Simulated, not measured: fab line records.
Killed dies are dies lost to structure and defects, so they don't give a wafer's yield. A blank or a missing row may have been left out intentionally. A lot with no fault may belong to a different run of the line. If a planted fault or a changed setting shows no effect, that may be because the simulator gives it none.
fab line records	flow n5-finfet
[record] lots = 24	wafers = 72	last-day = 18
route steps=1938 shown SD_EPI_N@289 SD_EPI_P@306 SD_ACTIVATION@334 ILD0@335 SDB@363
lots that met no fault: from a run of the same line without faults
start-h: hours from the record's opening day to when the first of the lot's shown wafers began	wait-h: how many hours have passed since the lot's step before this one	" repeats the value in the row above	L1.1+2: a row that stands for several wafers	- no value, or no start given	* or withheld: withheld	< > ~ a bound
route shown NAME@n: a module of which the file shows steps, and the number in the route of the first	usual: mean and standard deviation over wafers with no fault	same: alike in all rows	chamber/n: place in a boat	sites: per-site readings	_std_site: how widely they spread, as a standard deviation	_edge_site: the outer-site mean with the inner-site mean subtracted	radius-mm: how far each site lies from the wafer's centre	mask NAME#n: copy n	behind: the tool/chamber that last shaped the wafer	hold: why the lot went on hold/how many hours it stayed there/how the hold came to an end	device: names the non-switching transistor (n, p or np)	end of line: the tests these same wafers got at the end of their route	for a step that has no rows: nothing shown but its recipe	killed: at the first sort, the dies lost to defects and structure; wafer yield is something else	map: a wafer's dies, x killed, . not, _ none there
set.NAME: the setting the step ran with; set.NAME@STEP: the setting that earlier step ran with	model.NAME: the simulator's own value behind a step, which no gauge read
one table for each step of the route and one row for each wafer, over a sample of lots
services: from which hour (start-h, from the record's first day; less than 0 if before it) a tool's chamber was out of use, for how many hours, and why
[[steps]]
[step N5_SD_EPI_N_EPI_MEAS_23]
[recipe] mode = xrd
[usual] thk-nm = 59.2/1.2
lot.wafer	tool	chamber	start-h	wait-h	thk-nm
L074.1	film-metro-02	-	57.11	1.9	60.8
L074.5	"	-	"	"	60.0
L074.6	"	-	"	"	58.9
L076.1	film-metro-01	-	66.24	1.4	59.8
L076.3	"	-	"	"	60.7
L076.6	"	-	"	"	58.9
L075.2	film-metro-02	-	70.67	1.5	58.7
L075.4	"	-	"	"	59.5
L075.6	"	-	"	"	59.2
L077.1	film-metro-01	-	75.76	1.4	60.8
L077.3	"	-	"	"	59.9
L077.6	"	-	"	"	61.1
L078.3	film-metro-02	-	80.01	0.9	57.6
L078.4	"	-	"	"	59.1
L078.5	"	-	"	"	59.4
L079.3	film-metro-02	-	82.71	1.2	60.3
L079.4	"	-	"	"	58.5
L079.6	"	-	"	"	58.6
L080.1	film-metro-02	-	87.98	1.4	58.5
L080.3	"	-	"	"	61.0
L080.6	"	-	"	"	59.3
L081.2	film-metro-02	-	93.32	1.2	59.9
L081.3	"	-	"	"	58.3
L081.5	"	-	"	"	58.0
L082.1	film-metro-02	-	102.79	2.5	58.3
L082.2	"	-	"	"	58.7
L082.4	"	-	"	"	59.4
L083.1	film-metro-02	-	107.87	1.5	58.7
L083.2	"	-	"	"	59.5
L083.4	"	-	"	"	59.5
L084.1	film-metro-01	-	111.45	1.4	59.5
L084.2	"	-	"	"	59.1
L084.6	"	-	"	"	60.3
L085.2	film-metro-02	-	121.79	1.2	58.2
L085.3	"	-	"	"	61.4
L085.6	"	-	"	"	59.4
L086.1	film-metro-01	-	133.44	1.5	58.7
L086.3	"	-	"	"	58.8
L086.6	"	-	"	"	59.5
L087.1	film-metro-01	-	136.91	1.4	59.4
L087.3	"	-	"	"	59.2
L087.6	"	-	"	"	57.0
L088.2	film-metro-02	-	137.85	1.2	59.5
L088.3	"	-	"	"	59.6
L088.5	"	-	"	"	60.8
L089.2	film-metro-02	-	146.92	2.0	57.1
L089.3	"	-	"	"	59.2
L089.4	"	-	"	"	60.0
L090.1	film-metro-02	-	147.32	1.4	57.5
L090.4	"	-	"	"	60.2
L090.5	"	-	"	"	58.1
L091.3	film-metro-02	-	157.07	0.9	58.2
L091.5	"	-	"	"	59.3
L091.6	"	-	"	"	59.8
L092.3	film-metro-01	-	161.30	0.9	60.9
L092.4	"	-	"	"	58.7
L092.6	"	-	"	"	57.1
L093.1	film-metro-01	-	165.86	1.4	59.6
L093.2	"	-	"	"	59.7
L093.4	"	-	"	"	57.4
L094.1	film-metro-01	-	173.21	1.9	59.1
L094.2	"	-	"	"	59.9
L094.5	"	-	"	"	60.0
L095.2	film-metro-02	-	178.83	1.2	61.8
L095.3	"	-	"	"	58.1
L095.4	"	-	"	"	60.8
L096.2	film-metro-01	-	184.44	1.2	56.9
L096.3	"	-	"	"	57.3
L096.4	"	-	"	"	59.0
L097.2	film-metro-01	-	194.01	2.0	58.1
L097.4	"	-	"	"	59.4
L097.5	"	-	"	"	59.3
[step N5_SD_EPI_P_DESCUM_14]
[recipe] chemistry = O2	time-s = 7.9	source-power-w = 50	bias-power-w = 20	pressure-mtorr = 20	rf-frequency-hz = 2.712e+07	temp-c = 40	resist = CAR-ArF-block	o2-flow-sccm = 225
[usual] chamber-pressure-mTorr = 20.001/0.017	drypump-motor-current-A = 5.9/0.36	oes-product-au = 0.80/0.098	rf-vpp-V = 243.0/1.5	showerhead-plenum-p-Torr = 2.08/0.086	throttle-valve-pct = 20.45/0.21
lot.wafer	tool	chamber	start-h	wait-h	chamber-pressure-mTorr	drypump-motor-current-A	oes-product-au	rf-hours-counter-h	rf-vpp-V	showerhead-plenum-p-Torr	throttle-valve-pct
L074.1	rie-diel-06	2	58.35	0.0	20.014	5.9	0.79	95	245.6	2.22	20.22
L074.5	"	1	"	"	19.977	5.9	0.70	-	240.6	1.96	20.44
L074.6	"	2	"	"	20.039	6.0	0.79	-	245.4	2.22	20.23
L076.1	rie-diel-06	2	67.29	0.0	20.009	5.9	0.79	99	246.3	2.22	20.23
L076.3	"	3	"	"	20.007	5.8	0.89	35	241.1	2.04	20.69
L076.6	"	1	"	"	20.013	5.9	0.70	-	241.2	1.96	20.44
L075.2	rie-diel-02	1	71.71	0.0	20.016	5.9	0.79	112	244.7	2.10	20.59
L075.4	"	2	"	"	19.994	5.2	0.67	-	244.1	2.14	20.60
L075.6	"	1	"	"	20.007	5.9	0.78	-	243.6	2.10	20.60
L077.1	rie-diel-04	1	76.72	0.1	19.989	5.8	0.70	204	242.8	2.07	20.54
L077.3	"	3	"	"	20.009	5.4	0.91	21	245.7	2.14	20.09
L077.6	"	3	"	"	20.009	5.4	0.92	-	242.6	2.14	20.08
L078.3	rie-diel-06	1	81.32	0.3	19.995	5.9	0.71	221	241.8	1.96	20.43
L078.4	"	3	"	"	19.990	5.8	0.89	41	243.7	2.04	20.70
L078.5	"	1	"	"	20.005	6.0	0.70	-	241.4	1.96	20.43
L079.3	rie-diel-04	1	83.76	0.0	20.001	5.8	0.69	207	243.3	2.06	20.52
L079.4	"	0	"	"	19.985	6.3	0.70	218	242.5	2.00	20.83
L079.6	"	3	"	"	20.030	5.4	0.91	-	245.5	2.14	20.09
L080.1	rie-diel-04	3	89.04	0.0	20.015	5.4	0.91	25	243.3	2.14	20.08
L080.3	"	2	"	"	19.976	5.4	0.77	126	244.9	2.21	20.68
L080.6	"	2	"	"	20.029	5.4	0.77	-	243.6	2.21	20.68
L081.2	rie-diel-02	0	94.36	0.0	19.983	6.6	0.73	195	240.9	1.97	20.36
L081.3	"	3	"	"	20.007	5.9	0.96	8	244.0	2.16	20.37
L081.5	"	3	"	"	20.000	5.9	0.96	-	244.4	2.16	20.36
L082.1	rie-diel-02	3	103.84	0.0	19.994	5.9	0.96	11	244.3	2.16	20.38
L082.2	"	1	"	"	20.007	5.9	0.77	124	244.4	2.10	20.60
L082.4	"	2	"	"	20.008	5.2	0.99	2	243.8	2.14	20.30
L083.1	rie-diel-04	1	109.03	0.1	20.019	5.8	0.68	215	242.6	2.06	20.54
L083.2	"	3	"	"	19.975	5.4	0.89	32	245.0	2.14	20.10
L083.4	"	3	"	"	19.999	5.4	0.88	-	242.2	2.14	20.09
L084.1	rie-diel-02	2	112.36	0.0	20.003	5.2	0.98	4	242.9	2.14	20.31
L084.2	"	1	"	"	19.979	5.9	0.76	126	243.3	2.10	20.60
L084.6	"	2	"	"	19.958	5.2	0.97	-	243.9	2.14	20.31
L085.2	rie-diel-06	1	123.63	0.8	19.997	5.9	0.68	233	240.3	1.96	20.47
L085.3	"	0	"	"	20.013	5.9	0.95	12	244.4	2.16	20.11
L085.6	"	3	"	"	20.023	5.9	0.86	-	242.9	2.03	20.70
L086.1	rie-diel-02	3	134.52	0.0	20.007	5.9	0.92	21	243.7	2.15	20.38
L086.3	"	0	"	"	19.991	6.5	0.71	208	240.9	1.97	20.40
L086.6	"	1	"	"	20.009	5.9	0.75	-	243.3	2.09	20.63
L087.1	rie-diel-02	2	138.09	0.2	20.013	5.3	0.95	12	243.7	2.14	20.32
L087.3	"	3	"	"	19.992	5.9	0.92	22	244.3	2.15	20.38
L087.6	"	3	"	"	20.020	5.9	0.93	-	243.6	2.15	20.38
L088.2	rie-diel-02	2	139.11	0.4	19.996	5.2	0.95	13	243.2	2.14	20.33
L088.3	"	3	"	"	19.966	5.9	0.93	22	243.6	2.15	20.39
L088.5	"	3	"	"	20.004	5.9	0.94	-	244.6	2.15	20.39
L089.2	rie-diel-04	0	148.05	0.1	19.993	6.3	0.69	243	240.8	1.99	20.86
L089.3	"	1	"	"	19.993	5.8	0.67	232	242.7	2.06	20.58
L089.4	"	3	"	"	20.019	5.4	0.86	-	242.2	2.13	20.13
L090.1	rie-diel-06	0	148.45	0.2	20.003	5.9	0.92	19	242.3	2.16	20.14
L090.4	"	1	"	"	20.005	5.9	0.68	241	241.5	1.95	20.48
L090.5	"	1	"	"	20.007	5.9	0.69	-	241.2	1.95	20.47
L091.3	rie-diel-02	2	158.25	0.1	20.029	5.2	0.94	18	242.1	2.14	20.34
L091.5	"	1	"	"	19.989	5.9	0.76	-	243.6	2.09	20.63
L091.6	"	0	"	"	20.004	6.5	0.72	-	239.7	1.97	20.39
L092.3	rie-diel-02	0	162.25	0.0	19.996	6.6	0.71	216	241.8	1.97	20.38
L092.4	"	0	"	"	20.040	6.5	0.71	-	240.7	1.97	20.39
L092.6	"	1	"	"	20.035	5.9	0.76	-	241.6	2.09	20.63
L093.1	rie-diel-06	3	167.16	0.1	20.010	5.9	0.85	63	243.2	2.03	20.72
L093.2	"	0	"	"	20.008	5.9	0.90	23	243.3	2.15	20.15
L093.4	"	2	"	"	19.995	5.9	0.76	128	243.2	2.21	20.28
L094.1	rie-diel-02	0	174.47	0.0	20.008	6.5	0.71	221	241.2	1.96	20.40
L094.2	"	2	"	"	20.003	5.2	0.93	21	243.8	2.14	20.33
L094.5	"	1	"	"	20.002	5.9	0.75	-	243.9	2.09	20.63
L095.2	rie-diel-06	1	179.77	0.0	20.004	5.9	0.67	250	240.1	1.95	20.47
L095.3	"	3	"	"	19.988	5.9	0.84	67	242.5	2.03	20.73
L095.4	"	2	"	"	19.987	5.9	0.76	132	245.6	2.21	20.27
L096.2	rie-diel-06	0	185.48	0.0	20.037	5.8	0.89	29	245.3	2.15	20.14
L096.3	"	2	"	"	19.992	6.0	0.75	134	243.6	2.21	20.28
L096.4	"	2	"	"	20.003	5.9	0.75	-	245.9	2.21	20.28
L097.2	rie-diel-04	0	195.05	0.0	19.997	6.3	0.68	260	240.1	1.98	20.92
L097.4	"	1	"	"	19.993	5.8	0.66	-	242.0	2.05	20.60
L097.5	"	0	"	"	19.993	6.3	0.68	-	242.2	1.98	20.89
[step N5_SD_ACTIVATION_INSPECT_02]
[recipe] inspect-instrument = darkfield	mode = post-anneal
[usual] raw-defect-count = 188/42
lot.wafer	tool	chamber	start-h	wait-h	raw-defect-count
L074.1	defect-inspect-01	-	62.87	0.2	210
L074.5	"	-	"	"	163
L074.6	"	-	"	"	150
L076.1	defect-inspect-02	-	71.95	0.2	140
L076.3	"	-	"	"	186
L076.6	"	-	"	"	183
L075.2	defect-inspect-01	-	77.02	0.1	148
L075.4	"	-	"	"	174
L075.6	"	-	"	"	190
L077.1	defect-inspect-02	-	81.39	0.2	178
L077.3	"	-	"	"	174
L077.6	"	-	"	"	212
L078.3	defect-inspect-02	-	85.80	0.1	131
L078.4	"	-	"	"	155
L078.5	"	-	"	"	156
L079.3	defect-inspect-02	-	90.19	0.1	207
L079.4	"	-	"	"	227
L079.6	"	-	"	"	233
L080.1	defect-inspect-02	-	93.51	0.2	209
L080.3	"	-	"	"	163
L080.6	"	-	"	"	153
L081.2	defect-inspect-02	-	98.90	0.1	188
L081.3	"	-	"	"	178
L081.5	"	-	"	"	116
L082.1	defect-inspect-01	-	108.33	0.2	195
L082.2	"	-	"	"	205
L082.4	"	-	"	"	173
L083.1	defect-inspect-01	-	113.51	0.2	135
L083.2	"	-	"	"	203
L083.4	"	-	"	"	113
L084.1	defect-inspect-01	-	116.85	0.2	175
L084.2	"	-	"	"	140
L084.6	"	-	"	"	171
L085.2	defect-inspect-02	-	128.10	0.1	275
L085.3	"	-	"	"	286
L085.6	"	-	"	"	193
L086.1	defect-inspect-02	-	138.99	0.2	225
L086.3	"	-	"	"	275
L086.6	"	-	"	"	203
L087.1	defect-inspect-02	-	143.60	0.2	151
L087.3	"	-	"	"	141
L087.6	"	-	"	"	166
L088.2	defect-inspect-02	-	143.80	0.1	168
L088.3	"	-	"	"	149
L088.5	"	-	"	"	166
L090.1	defect-inspect-02	-	152.94	0.2	161
L090.4	"	-	"	"	182
L090.5	"	-	"	"	162
L089.2	defect-inspect-01	-	153.41	0.1	270
L089.3	"	-	"	"	179
L089.4	"	-	"	"	176
L091.3	defect-inspect-02	-	163.57	0.1	194
L091.5	"	-	"	"	225
L091.6	"	-	"	"	158
L092.3	defect-inspect-01	-	167.37	0.1	262
L092.4	"	-	"	"	252
L092.6	"	-	"	"	243
L093.1	defect-inspect-02	-	171.69	0.2	231
L093.2	"	-	"	"	183
L093.4	"	-	"	"	268
L094.1	defect-inspect-02	-	179.79	0.2	117
L094.2	"	-	"	"	115
L094.5	"	-	"	"	118
L095.2	defect-inspect-02	-	185.26	0.1	194
L095.3	"	-	"	"	225
L095.4	"	-	"	"	158
L096.2	defect-inspect-02	-	190.07	0.1	242
L096.3	"	-	"	"	267
L096.4	"	-	"	"	192
L097.2	defect-inspect-02	-	199.62	0.1	158
L097.4	"	-	"	"	204
L097.5	"	-	"	"	149
[step N5_ILD0_LINER_00]
[recipe] material = SiNx	target-thk-a = 40	temp-c = 400	ald-precursor-family = SiH2I2	ald-co-reactant = N2/H2-plasma	pulse-time-s = 1	purge-time-s = 2	co-reactant-purge-time-s = 2	ald-cycles = 80	pressure-torr = 2
[usual] heater-power-w = 902/79	precursor-pulse-height-rel = 1.003/0.021
[same] pulse-time-s = 1
lot.wafer	tool	chamber	start-h	wait-h	heater-power-w	precursor-pulse-height-rel
L074.1	ald-sin-04	0	63.33	0.5	991	1.014
L074.5	"	2	"	"	1024	1.030
L074.6	"	3	"	"	909	0.959
L076.1	ald-sin-01	1	71.99	0.0	925	0.970
L076.3	"	2	"	"	737	1.016
L076.6	"	0	"	"	826	1.000
L075.2	ald-sin-04	3	77.06	0.0	930	0.998
L075.4	"	1	"	"	832	1.020
L075.6	"	2	"	"	1025	1.042
L077.1	ald-sin-02	1	81.43	0.0	832	0.996
L077.3	"	2	"	"	860	1.004
L077.6	"	0	"	"	937	0.991
L078.3	ald-sin-04	2	85.84	0.0	1058	0.995
L078.4	"	0	"	"	949	1.015
L078.5	"	3	"	"	891	1.028
L079.3	ald-sin-01	3	90.23	0.0	773	0.991
L079.4	"	0	"	"	838	1.031
L079.6	"	1	"	"	930	1.018
L080.1	ald-sin-04	2	93.55	0.0	1043	0.994
L080.3	"	3	"	"	924	0.963
L080.6	"	0	"	"	957	0.988
L081.2	ald-sin-01	0	99.50	0.6	829	1.016
L081.3	"	1	"	"	913	1.006
L081.5	"	2	"	"	743	0.990
L082.1	ald-sin-01	3	108.39	0.1	774	1.009
L082.2	"	1	"	"	925	0.994
L082.4	"	2	"	"	745	1.041
L083.1	ald-sin-04	3	113.56	0.0	911	1.005
L083.2	"	1	"	"	868	0.994
L083.4	"	0	"	"	979	0.990
L084.1	ald-sin-04	2	116.89	0.0	1005	0.983
L084.2	"	0	"	"	980	1.014
L084.6	"	3	"	"	924	0.973
L085.2	ald-sin-01	3	128.14	0.0	768	1.034
L085.3	"	2	"	"	738	1.015
L085.6	"	3	"	"	809	1.001
L086.1	ald-sin-04	3	139.03	0.0	925	0.964
L086.3	"	0	"	"	952	0.978
L086.6	"	3	"	"	917	1.034
L087.1	ald-sin-04	2	143.84	0.2	1053	1.037
L087.3	"	1	"	"	853	0.966
L087.6	"	0	"	"	978	0.975
L088.2	ald-sin-04	1	144.24	0.4	835	0.999
L088.3	"	3	"	"	925	0.998
L088.5	"	1	"	"	854	0.977
L090.1	ald-sin-02	0	152.97	0.0	944	1.024
L090.4	"	3	"	"	901	1.023
L090.5	"	3	"	"	929	0.997
L089.2	ald-sin-02	1	153.89	0.5	849	0.984
L089.3	"	2	"	"	862	1.006
L089.4	"	0	"	"	938	1.022
L091.3	ald-sin-04	0	163.61	0.0	952	0.971
L091.5	"	0	"	"	976	1.000
L091.6	"	3	"	"	923	0.995
L092.3	ald-sin-04	0	167.61	0.2	980	1.007
L092.4	"	1	"	"	858	0.985
L092.6	"	0	"	"	982	0.993
L093.1	ald-sin-01	3	171.73	0.0	768	1.019
L093.2	"	1	"	"	937	0.999
L093.4	"	0	"	"	831	1.044
L094.1	ald-sin-02	3	179.83	0.0	905	0.979
L094.2	"	0	"	"	959	1.027
L094.5	"	3	"	"	898	0.989
L095.2	ald-sin-02	1	185.32	0.1	835	1.029
L095.3	"	0	"	"	963	1.038
L095.4	"	2	"	"	858	0.973
L096.2	ald-sin-02	1	191.75	1.7	839	0.973
L096.3	"	0	"	"	941	1.017
L096.4	"	2	"	"	877	1.001
L097.2	ald-sin-02	3	199.66	0.0	917	1.016
L097.4	"	0	"	"	962	0.995
L097.5	"	1	"	"	811	1.045
[step N5_ILD0_INSPECT_06]
[recipe] inspect-instrument = darkfield	mode = post-cmp
[usual] raw-defect-count = 37/18
lot.wafer	tool	chamber	start-h	wait-h	raw-defect-count
L074.1	defect-inspect-02	-	69.59	0.0	20
L074.5	"	-	"	"	53
L074.6	"	-	"	"	49
L076.1	defect-inspect-01	-	78.52	0.0	16
L076.3	"	-	"	"	23
L076.6	"	-	"	"	63
L075.2	defect-inspect-02	-	83.29	0.0	11
L075.4	"	-	"	"	5
L075.6	"	-	"	"	15
L077.1	defect-inspect-01	-	87.65	0.0	51
L077.3	"	-	"	"	15
L077.6	"	-	"	"	44
L078.3	defect-inspect-02	-	92.06	0.0	85
L078.4	"	-	"	"	77
L078.5	"	-	"	"	65
L079.3	defect-inspect-02	-	96.45	0.0	59
L079.4	"	-	"	"	94
L079.6	"	-	"	"	50
L080.1	defect-inspect-02	-	99.77	0.0	51
L080.3	"	-	"	"	33
L080.6	"	-	"	"	42
L081.2	defect-inspect-01	-	105.72	0.0	22
L081.3	"	-	"	"	29
L081.5	"	-	"	"	19
L082.1	defect-inspect-01	-	114.62	0.0	18
L082.2	"	-	"	"	17
L082.4	"	-	"	"	17
L083.1	defect-inspect-02	-	119.86	0.0	36
L083.2	"	-	"	"	46
L083.4	"	-	"	"	29
L084.1	defect-inspect-01	-	123.11	0.0	25
L084.2	"	-	"	"	33
L084.6	"	-	"	"	9
L085.2	defect-inspect-02	-	134.37	0.0	30
L085.3	"	-	"	"	14
L085.6	"	-	"	"	27
L086.1	defect-inspect-02	-	147.15	0.0	43
L086.3	"	-	"	"	32
L086.6	"	-	"	"	19
L087.1	defect-inspect-02	-	150.17	0.0	51
L087.3	"	-	"	"	29
L087.6	"	-	"	"	18
L088.2	defect-inspect-01	-	152.15	0.0	47
L088.3	"	-	"	"	32
L088.5	"	-	"	"	46
L090.1	defect-inspect-01	-	159.19	0.0	29
L090.4	"	-	"	"	34
L090.5	"	-	"	"	23
L089.2	defect-inspect-01	-	160.11	0.0	54
L089.3	"	-	"	"	53
L089.4	"	-	"	"	30
L091.3	defect-inspect-02	-	169.84	0.0	55
L091.5	"	-	"	"	31
L091.6	"	-	"	"	28
L092.3	defect-inspect-02	-	173.84	0.0	25
L092.4	"	-	"	"	27
L092.6	"	-	"	"	37
L093.1	defect-inspect-01	-	178.54	0.0	45
L093.2	"	-	"	"	77
L093.4	"	-	"	"	32
L094.1	defect-inspect-02	-	186.36	0.0	37
L094.2	"	-	"	"	54
L094.5	"	-	"	"	27
L095.2	defect-inspect-02	-	193.56	0.0	23
L095.3	"	-	"	"	34
L095.4	"	-	"	"	20
L096.2	defect-inspect-01	-	198.34	0.0	41
L096.3	"	-	"	"	47
L096.4	"	-	"	"	46
L097.2	defect-inspect-02	-	206.39	0.0	42
L097.4	"	-	"	"	35
L097.5	"	-	"	"	29
[step N5_SDB_STRIP_21]
[recipe] chemistry = CF4	resist = SiARC	power-w = 300	bias-power-w = 75	pressure-mtorr = 50	cf4-flow-sccm = 150	rf-frequency-hz = 6e+07
[usual] chamber-pressure-mTorr = 49.99/0.048	drypump-motor-current-A = 5.5/0.54	oes-product-au = 0.81/0.06	rf-vpp-V = 272.0/1.5	showerhead-plenum-p-Torr = 1.83/0.062	throttle-valve-pct = 13.58/0.19
lot.wafer	tool	chamber	start-h	wait-h	chamber-pressure-mTorr	drypump-motor-current-A	oes-product-au	rf-hours-counter-h	rf-vpp-V	showerhead-plenum-p-Torr	throttle-valve-pct
L074.1	rie-diel-01	2	70.91	0.0	49.99	4.9	0.76	135	272.4	1.87	13.78
L074.5	"	2	"	"	49.99	4.9	0.76	-	273.5	1.87	13.80
L074.6	"	1	"	"	49.98	5.2	0.93	-	272.8	1.81	13.27
L076.1	rie-diel-01	3	79.49	0.0	50.00	5.3	0.73	153	272.3	1.87	13.62
L076.3	"	2	"	"	50.06	4.9	0.75	138	273.1	1.87	13.79
L076.6	"	0	"	"	49.90	6.4	0.85	-	270.2	1.81	13.28
L075.2	rie-diel-03	3	84.08	0.0	49.97	6.3	0.70	191	269.7	1.72	13.87
L075.4	"	0	"	"	50.04	5.7	0.78	-	274.6	1.88	13.48
L075.6	"	2	"	"	50.03	5.3	0.81	-	271.8	1.82	13.73
L077.1	rie-diel-01	2	89.47	0.0	49.94	4.9	0.76	142	273.9	1.86	13.80
L077.3	"	1	"	"	49.96	5.2	0.92	11	273.0	1.81	13.27
L077.6	"	3	"	"	50.04	5.3	0.73	-	272.4	1.87	13.63
L078.3	rie-diel-01	3	93.07	0.0	50.04	5.3	0.72	159	272.2	1.87	13.62
L078.4	"	0	"	"	49.99	6.4	0.83	65	271.3	1.81	13.32
L078.5	"	0	"	"	49.94	6.4	0.83	-	270.1	1.81	13.31
L079.3	rie-diel-01	1	97.12	0.0	49.95	5.2	0.91	15	271.1	1.81	13.28
L079.4	"	3	"	"	50.06	5.3	0.73	161	272.1	1.87	13.63
L079.6	"	2	"	"	49.95	4.9	0.75	-	273.0	1.86	13.80
L080.1	rie-diel-01	2	101.84	0.0	49.98	4.9	0.75	148	271.7	1.86	13.81
L080.3	"	0	"	"	49.98	6.4	0.83	69	271.7	1.81	13.31
L080.6	"	1	"	"	50.01	5.2	0.90	-	271.7	1.81	13.29
L081.2	rie-diel-05	1	107.12	0.0	49.91	5.6	0.86	49	270.3	1.74	13.38
L081.3	"	3	"	"	49.99	4.6	0.86	37	273.6	1.91	13.56
L081.5	"	2	"	"	50.09	5.6	0.89	-	271.7	1.89	13.41
L082.1	rie-diel-01	0	115.52	0.0	49.96	6.4	0.83	77	271.7	1.81	13.32
L082.2	"	1	"	"	49.96	5.2	0.89	25	271.0	1.81	13.31
L082.4	"	3	"	"	49.93	5.3	0.73	165	273.0	1.87	13.65
L083.1	rie-diel-05	1	120.51	0.0	50.00	5.7	0.86	54	270.8	1.74	13.39
L083.2	"	3	"	"	49.99	4.7	0.87	42	272.6	1.91	13.56
L083.4	"	0	"	"	49.96	6.2	0.83	64	270.2	1.74	13.63
L084.1	rie-diel-03	0	123.89	0.0	50.01	5.7	0.76	121	271.7	1.87	13.54
L084.2	"	2	"	"	50.00	5.3	0.78	95	271.7	1.81	13.80
L084.6	"	2	"	"	50.00	5.3	0.79	-	271.7	1.81	13.80
L085.2	rie-diel-05	1	135.03	0.0	49.95	5.6	0.85	59	270.6	1.74	13.41
L085.3	"	2	"	"	49.92	5.6	0.86	33	273.1	1.89	13.45
L085.6	"	0	"	"	50.00	6.2	0.83	-	270.2	1.74	13.62
L086.1	rie-diel-01	1	147.92	0.0	49.98	5.2	0.86	38	271.9	1.80	13.36
L086.3	"	0	"	"	50.06	6.3	0.81	90	271.4	1.80	13.36
L086.6	"	1	"	"	50.02	5.2	0.87	-	272.3	1.80	13.35
L087.1	rie-diel-03	1	150.82	0.0	49.99	5.2	0.81	103	272.2	1.80	13.51
L087.3	"	0	"	"	50.00	5.7	0.75	133	274.1	1.87	13.57
L087.6	"	1	"	"	50.01	5.2	0.81	-	271.8	1.80	13.52
L088.2	rie-diel-03	2	152.93	0.0	50.00	5.3	0.78	108	271.9	1.81	13.82
L088.3	"	1	"	"	49.89	5.2	0.80	103	271.2	1.80	13.53
L088.5	"	3	"	"	50.00	6.3	0.69	-	269.6	1.71	13.95
L090.1	rie-diel-05	2	159.98	0.0	49.96	5.6	0.86	41	273.6	1.89	13.46
L090.4	"	2	"	"	50.03	5.6	0.86	-	272.9	1.89	13.47
L090.5	"	1	"	"	50.00	5.6	0.84	-	268.4	1.74	13.43
L089.2	rie-diel-05	3	161.00	0.0	50.04	4.6	0.85	56	273.7	1.90	13.61
L089.3	"	2	"	"	50.00	5.6	0.85	-	272.5	1.89	13.46
L089.4	"	3	"	"	49.93	4.6	0.85	-	272.9	1.90	13.63
L091.3	rie-diel-05	3	170.63	0.0	49.94	4.6	0.84	61	271.3	1.90	13.63
L091.5	"	2	"	"	50.01	5.6	0.85	-	273.3	1.89	13.47
L091.6	"	3	"	"	50.02	4.6	0.84	-	274.9	1.90	13.62
L092.3	rie-diel-05	2	174.63	0.0	49.97	5.6	0.85	48	272.9	1.89	13.47
L092.4	"	3	"	"	49.93	4.6	0.84	-	274.3	1.90	13.63
L092.6	"	1	"	"	49.98	5.6	0.84	-	269.4	1.74	13.44
L093.1	rie-diel-01	1	179.32	0.0	50.08	5.2	0.84	49	270.9	1.80	13.37
L093.2	"	0	"	"	49.96	6.4	0.79	98	272.1	1.80	13.37
L093.4	"	3	"	"	50.01	5.3	0.70	188	273.0	1.86	13.70
L094.1	rie-diel-05	3	187.18	0.0	50.01	4.6	0.83	68	274.2	1.90	13.63
L094.2	"	2	"	"	50.07	5.6	0.84	53	273.6	1.88	13.50
L094.5	"	2	"	"	50.00	5.6	0.84	-	273.0	1.88	13.48
L095.2	rie-diel-03	0	194.35	0.0	50.02	5.7	0.74	149	273.1	1.86	13.61
L095.3	"	3	"	"	50.04	6.3	0.68	242	270.6	1.71	13.98
L095.4	"	2	"	"	50.06	5.3	0.75	125	271.5	1.80	13.87
L096.2	rie-diel-05	3	199.12	0.0	49.97	4.6	0.83	71	273.3	1.90	13.66
L096.3	"	1	"	"	50.02	5.6	0.82	78	268.3	1.74	13.46
L096.4	"	0	"	"	50.06	6.2	0.81	83	270.5	1.73	13.66
L097.2	rie-diel-05	2	207.50	0.0	49.99	5.6	0.84	60	273.4	1.88	13.50
L097.4	"	1	"	"	50.02	5.7	0.82	81	269.7	1.74	13.44
L097.5	"	2	"	"	50.08	5.6	0.84	-	273.3	1.88	13.51
[[services]]
tool	chamber	start-h	hours	kind
ald-sin-02	0	42.15	21.8	repair
ald-sin-04	-	43.04	0.9	repair
rie-diel-03	0	45.39	4.0	repair
ald-sin-01	0	47.41	8.8	repair
rie-diel-02	0	50.13	6.4	repair
ald-sin-04	2	50.29	8.1	repair
rie-diel-02	2	52.59	7.0	repair
ald-sin-01	-	56.26	2.8	pm
rie-diel-02	3	59.63	-	clean
rie-diel-01	-	73.72	1.2	repair
rie-diel-06	-	75.17	0.9	repair
rie-diel-01	1	77.18	4.7	repair
rie-diel-04	2	96.92	132.0	repair
rie-diel-01	3	100.79	8.7	repair
ald-sin-02	1	106.60	13.3	repair
rie-diel-01	-	135.57	0.8	repair
rie-diel-05	1	148.75	2.2	repair
rie-diel-05	0	152.80	25.5	repair
rie-diel-05	1	160.48	5.4	repair
rie-diel-02	2	161.44	8.3	repair
rie-diel-01	0	168.70	6.0	repair
ald-sin-01	-	178.19	14.0	pm
rie-diel-02	1	183.49	5.8	repair
rie-diel-02	-	199.34	2.8	pm
[[key]]
fault none
